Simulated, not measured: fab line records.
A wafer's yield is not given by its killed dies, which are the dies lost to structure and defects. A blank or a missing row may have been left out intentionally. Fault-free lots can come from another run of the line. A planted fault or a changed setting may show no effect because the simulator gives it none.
Matching of chambers    flow n5-finfet    cvd-co-02 running N5_BEOL_M3_PRE_CLEAN_60: 3 sister chambers
The step time 15 s. 24 wafers are shown with their chamber, then 12 later ones without.

## WAFERS WITH THEIR CHAMBER
wafer   chamber  heater-power-w (W)  rf-fwd-power-W (W)
L074.2  2        77                  296.8
L074.3  1        118                 296.0
L074.6  0        102                 297.0
L075.3  0        106                 296.6
L075.4  0        101                 297.3
L075.5  2        80                  295.8
L076.1  0        107                 298.1
L076.2  2        77                  296.7
L076.5  2        77                  296.1
L078.2  0        106                 298.1
L078.5  1        117                 295.3
L078.6  2        76                  296.1
L079.2  1        116                 298.0
L079.3  2        78                  297.3
L079.4  1        113                 296.0
L082.1  2        77                  297.1
L082.2  1        118                 296.4
L082.4  2        81                  296.0
L081.2  1        116                 295.2
L081.3  2        79                  296.5
L081.4  1        117                 295.8
L086.1  2        79                  296.0
L086.4  2        77                  296.0
L086.5  0        102                 298.1

SIGNATURES (means of the wafers above)
reading         chamber 0  chamber 1  chamber 2  scatter within a chamber
heater-power-w  104.00     116.43     78.00      1.9
rf-fwd-power-W  297.533    296.100    296.400    0.691
Rule: for a wafer and a chamber, the distance is found by dividing, reading by reading, the gap between the wafer's reading and the chamber's mean by the reading's scatter, squaring, summing and taking the root. The wafer belongs to the nearest chamber; if the next one is less than 2 further off, it can't be placed. The scatter: take each reading less its chamber's mean, square it, sum over the shown wafers, divide by the number of wafers less the number of chambers, and take the root.

## WAFERS WITHOUT THEIR CHAMBER
wafer   heater-power-w (W)  rf-fwd-power-W (W)
L092.3  106                 296.4
L092.5  105                 298.2
L092.6  80                  297.7
L093.4  106                 297.4
L093.5  119                 295.2
L093.6  80                  297.9
L096.1  115                 293.8
L096.2  110                 298.2
L096.4  81                  299.1
L097.1  104                 297.5
L097.4  107                 296.0
L097.6  115                 294.8

## WHICH CHAMBER EACH ONE RAN IN
wafer   from the rows above      in truth
L092.3  0                        0
L092.5  0                        0
L092.6  2                        2
L093.4  0                        0
L093.5  1                        1
L093.6  2                        2
L096.1  1                        1
L096.2  can't be placed: 0 or 1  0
L096.4  2                        2
L097.1  0                        0
L097.4  0                        0
L097.6  1                        1
Correctly placed: 11 of 12. From these rows, 1 cannot be placed; in 1 the true chamber is one of the candidates. Wrongly placed: 0.
